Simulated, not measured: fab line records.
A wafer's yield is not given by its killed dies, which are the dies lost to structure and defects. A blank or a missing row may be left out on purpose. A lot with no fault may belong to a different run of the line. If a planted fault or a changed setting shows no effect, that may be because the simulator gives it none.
Chamber matching | flow n5Finfet | aldSin-01 running N5_BEOL_M0_SAQP_ALD_48: 4 sister chambers
The step deposits SiO2, target thk 20 nm, pulse time 1 s, co reactant pulse time 1 s. 4 wafers are shown with their chamber, then 8 later ones without.

== EACH WAFER AND ITS CHAMBER ==
wafer  | chamber | heaterPowerW (W)
L076.4 | 0       | 67
L084.6 | 1       | 71
L086.5 | 3       | 106
L088.4 | 2       | 72

== WAFERS WITHOUT THEIR CHAMBER ==
wafer  | heaterPowerW (W)
L088.5 | 72
L088.6 | 109
L089.1 | 67
L089.3 | 70
L089.4 | 73
L090.1 | 68
L090.2 | 73
L090.6 | 69

== CHAMBER TAKEN BY EACH ==
wafer  | from the rows above          | in truth
L088.5 | can't be placed: 2 or 1      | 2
L088.6 | 3                            | 3
L089.1 | 0                            | 0
L089.3 | can't be placed: 1 or 2 or 0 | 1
L089.4 | can't be placed: 2 or 1      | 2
L090.1 | can't be placed: 0 or 1      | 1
L090.2 | can't be placed: 2 or 1      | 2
L090.6 | can't be placed: 0 or 1 or 2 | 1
Placed correctly: 2 of 8. Cannot be placed on the basis of these rows: 6; the candidates contain the true chamber in 6. Placed wrongly: 0.
How it was worked out, from the rows above alone: a wafer's distance from a chamber is the root of the sum, over the readings, of the square of ((its reading less the chamber's mean) divided by the reading's scatter). If the next closest chamber is less than 2 further off than the closest, the wafer can't be placed; otherwise it belongs to the closest. The mean given for a chamber averages the wafers shown for that chamber. The scatter: with one shown wafer a chamber, the root of the mean of the squares of how far each hidden wafer lies from its nearest shown one.
